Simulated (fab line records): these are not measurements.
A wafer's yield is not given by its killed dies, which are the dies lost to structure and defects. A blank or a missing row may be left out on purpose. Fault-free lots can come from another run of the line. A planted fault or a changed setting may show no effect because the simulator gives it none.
Which tool is to blame? ; flow nand-harc ; 13 lots with 39 wafers sampled at 6 steps, on a route of 1302 steps

WHAT THE GAUGES READ, wafer by wafer
NHARC_A_DECK1_JOINT_INSPECT_05.
lot;measured;on;raw-defect-count
L766;day 13 14:44;defect-inspect-02;163 239 182
L769;day 14 08:08;defect-inspect-02;296 543 396
L770;day 14 15:12;defect-inspect-02;334 396 596
L776;day 16 23:23;defect-inspect-01;448 393 314
L778;day 18 08:35;defect-inspect-02;289 407 263
L779;day 18 08:36;defect-inspect-01;236 296 528
L777;day 18 08:44;defect-inspect-02;416 378 487
L780;day 18 19:34;defect-inspect-01;437 398 447
L782;day 19 17:10;defect-inspect-01;276 359 286
L781;day 19 18:28;defect-inspect-02;180 195 155
L783;day 19 23:57;defect-inspect-02;486 288 291
L784;day 20 20:01;defect-inspect-01;254 299 245
L786;day 21 08:10;defect-inspect-01;249 153 156

NHARC_A_ONON_D2_THK_MEAS_18: measures by ellipsometry.
lot;measured;on;thk-nm (nm)
L766;day 14 01:46;film-metro-02;993 991 990
L769;day 14 18:56;film-metro-01;913 910 912 909 912 912
L770;day 15 01:23;film-metro-02;901 900 899 899 901 899
L776;day 17 10:54;film-metro-02;997 998 999
L778;day 18 20:02;film-metro-02;996 994 995
L779;day 18 20:02;film-metro-01;1004 1004 1004
L777;day 18 20:03;film-metro-02;995 993 994
L780;day 19 07:43;film-metro-01;1009 1008 1009
L782;day 20 03:41;film-metro-01;1003 1003 1003
L781;day 20 03:41;film-metro-02;1003 1007 1004
L783;day 20 11:29;film-metro-02;996 996 994
L784;day 21 06:35;film-metro-02;999 998 997
L786;day 21 18:20;film-metro-02;1001 1001 1000

NHARC_END_SORT_01.
lot;measured;on;killed-at-array;killed-at-other;killed-at-periphery;killed-dies;killed-open;killed-short
L769;day 26 02:25;prober-01;671 675 675;0 0 0;6 2 2;677 677 677;7 6 1;5 6 4
L770;day 26 02:28;prober-02;672 674 674;1 0 0;4 3 3;677 677 677;4 3 9;6 4 2
L776;day 29 03:35;prober-01;42 42 43;0 0 1;1 2 6;43 44 50;1 3 5;2 2 1
L778;day 30 04:48;prober-02;36 46 42;0 0 0;4 11 3;40 57 45;2 6 2;3 8 2
L779;day 30 06:22;prober-01;35 30 43;1 0 1;2 4 5;38 34 49;2 4 4;2 2 2
L777;day 30 13:27;prober-02;54 52 53;0 0 0;4 1 3;58 53 56;4 2 6;5 3 4
L780;day 30 12:34;prober-01;78 77 64;0 0 0;8 3 5;86 80 69;3 1 2;0 2 0
L782;day 31 21:07;prober-02;48 48 43;0 1 0;11 6 13;59 55 56;5 4 1;2 4 4
L781;day 32 10:42;prober-01;36 23 27;1 1 0;3 1 3;40 25 30;6 3 4;3 0 6
L783;day 31 21:56;prober-01;63 53 53;0 0 1;4 4 5;67 57 59;6 2 4;3 5 0

WHICH TOOL RAN EACH LOT (tool, then ch and the chambers of the sampled wafers, then the start)
lot;NHARC_A_ONON_D2_DEP_16;NHARC_A_CHANNEL_HOLE_D2_DEP_00;NHARC_A_CHANNEL_HOLE_D2_ETCH_22
L766;pecvd-onon-01 ch 0, day 14 01:19;acl-dep-03 ch 0, day 14 05:04;har-etch-01 ch 0,1, day 14 09:45
L769;pecvd-onon-01 ch 0, day 14 18:26;-;-
L770;pecvd-onon-01 ch 0, day 15 00:53;-;-
L776;pecvd-onon-03 ch 0, day 17 10:23;acl-dep-01 ch 0, day 17 13:47;har-etch-02 ch 0,1, day 17 23:01
L778;pecvd-onon-01 ch 0, day 18 19:31;acl-dep-01 ch 0, day 19 00:53;har-etch-02 ch 0,1, day 19 05:46
L779;pecvd-onon-04 ch 0, day 18 19:38;acl-dep-03 ch 0, day 19 02:00;har-etch-01 ch 0,1, day 19 07:02
L777;pecvd-onon-03 ch 0, day 18 19:36;acl-dep-01 ch 0, day 19 03:07;har-etch-02 ch 0, day 19 09:56
L780;pecvd-onon-01 ch 0, day 19 07:12;acl-dep-01 ch 0, day 19 10:56;har-etch-01 ch 0,1, day 19 15:51
L782;pecvd-onon-03 ch 0, day 20 03:11;acl-dep-03 ch 0, day 20 06:37;har-etch-01 ch 0,1, day 20 15:25
L781;pecvd-onon-04 ch 0, day 20 03:11;acl-dep-02 ch 0, day 20 06:35;har-etch-02 ch 0,1, day 20 14:33
L783;pecvd-onon-01 ch 0, day 20 11:02;acl-dep-01 ch 0, day 20 14:42;har-etch-01 ch 0,1, day 20 19:40
L784;pecvd-onon-01 ch 0, day 21 06:12;acl-dep-02 ch 0, day 21 16:12;har-etch-01 ch 0,1, day 21 21:16
L786;pecvd-onon-01 ch 0, day 21 18:00;acl-dep-03 ch 0, day 21 22:22;har-etch-02 ch 0,1, day 22 04:51
- NHARC_A_ONON_D2_DEP_16: target thk 1000 nm.
- NHARC_A_CHANNEL_HOLE_D2_DEP_00: deposits aC, target thk 3100 nm.
- NHARC_A_CHANNEL_HOLE_D2_ETCH_22: etches the open film in C4F8/O2/Ar, time 666.7 s, target depth 1600 nm.

AS READ BY THE TOOLS THEMSELVES (means over the sampled wafers that have a number; for cases with no such wafer, the mark the record gives instead)
NHARC_A_CHANNEL_HOLE_D2_DEP_00.
lot;tool;throttle-valve-pct (%)
L766;acl-dep-03;35.006
L776;acl-dep-01;35.003
L778;acl-dep-01;34.999
L779;acl-dep-03;34.998
L777;acl-dep-01;35.006
L780;acl-dep-01;35.005
L782;acl-dep-03;35.002
L781;acl-dep-02;34.995
L783;acl-dep-01;34.991
L784;acl-dep-02;34.993
L786;acl-dep-03;34.994

NHARC_A_CHANNEL_HOLE_D2_ETCH_22.
lot;tool;c4f8-flow-sccm (sccm);drypump-motor-current-A (A);showerhead-plenum-p-Torr (Torr);throttle-valve-pct (%)
L766;har-etch-01;89.34;6.3;3.68;32.154
L776;har-etch-02;89.13;5.9;3.78;32.153
L778;har-etch-02;89.16;5.9;3.77;32.142
L779;har-etch-01;89.20;6.4;3.65;32.155
L777;har-etch-02;89.45;6.3;3.70;32.153
L780;har-etch-01;89.37;6.4;3.64;32.155
L782;har-etch-01;89.34;6.4;3.64;32.154
L781;har-etch-02;89.34;5.9;3.76;32.154
L783;har-etch-01;89.05;6.4;3.63;32.150
L784;har-etch-01;89.16;6.5;3.62;32.153
L786;har-etch-02;89.46;5.9;3.75;32.153

THE ANSWER, worked out from the rows above alone
Rule: the usual values come from the lots themselves. The widest of any qualifying gaps counts: lots, ordered by their means at a reading, are off when they make up no more than a third of the lots, leave a main group of 4 or more, and stand apart from it by 3 or more times the standard deviation of that group's means. A main group whose means are all the same, to the digits that the tables above print for the reading, isn't used. Also off: a lot with no number at a reading for which 4 or more lots have one. Any other lot the step has rows for is counted as sound. Order of review: gauges by route order, followed by the tools' own readings, for which a lot's mean as printed above is used. At the first step where some lot is off, the reading lying furthest off is the one used; lots without a number count as furthest.
Off, at NHARC_A_ONON_D2_THK_MEAS_18 on thk-nm: L769, L770. For the main group the mean is 999 nm and the standard deviation 5.1.
A tool fits if, at a process step before that reading, it ran every lot that is off, and no sound lot after the first of them. The gauges at NHARC_A_ONON_D2_THK_MEAS_18 aren't tried: what is off there is off at NHARC_END_SORT_01 too, on other tools, and a gauge's error can't cause that. Not one of the candidates tried fits.

WHAT THE SIMULATOR PUT IN
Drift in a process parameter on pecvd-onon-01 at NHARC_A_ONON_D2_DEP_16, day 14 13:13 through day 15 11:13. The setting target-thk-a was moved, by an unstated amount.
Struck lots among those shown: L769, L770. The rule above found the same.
